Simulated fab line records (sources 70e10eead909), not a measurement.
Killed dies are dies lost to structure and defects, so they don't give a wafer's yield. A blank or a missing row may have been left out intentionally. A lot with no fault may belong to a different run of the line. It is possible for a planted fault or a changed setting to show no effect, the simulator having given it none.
Matching of chambers -- flow nandHarc -- NHARC_P_M1_DESCUM_14 on rieDiel-08: 4 sister chambers
The step chemistry O2, time 3 s. 8 wafers are shown with their chamber, then 7 later ones without.

## WAFERS, EACH WITH ITS CHAMBER
wafer,chamber,showerheadPlenumPTorr (Torr),oesProductAu (a.u.)
L081.2,1,1.99,0.998
L086.2,2,1.98,1.008
L086.3,3,1.96,0.992
L086.4,1,1.99,1.003
L091.5,0,2.05,0.967
L091.6,3,1.96,0.997
L092.2,0,2.05,0.981
L092.5,2,1.97,1.005

## WAFERS MISSING THEIR CHAMBER
wafer,showerheadPlenumPTorr (Torr),oesProductAu (a.u.)
L092.6,1.99,1.008
L093.1,1.97,1.009
L093.3,1.99,1.008
L093.5,1.96,0.999
L096.4,1.96,1.007
L096.5,2.04,0.973
L096.6,1.99,1.003

## EACH ONE'S CHAMBER
wafer,from the rows above,in truth
L092.6,1,1
L093.1,2,2
L093.3,1,1
L093.5,3,3
L096.4,3,3
L096.5,0,0
L096.6,1,1
Correctly placed: 7 of 7. Number that these rows cannot place: 0. Placed wrongly: 0.
How it was worked out, from the rows above alone: a wafer's distance from a chamber is the root of the sum, over the readings, of the square of ((its reading less the chamber's mean) divided by the reading's scatter). If the next closest chamber is less than 2 further off than the closest, the wafer can't be placed; otherwise it belongs to the closest. For every chamber, the mean is computed from those of its wafers that are shown. The scatter: take each reading less its chamber's mean, square it, sum over the shown wafers, divide by the number of wafers less the number of chambers, and take the root.
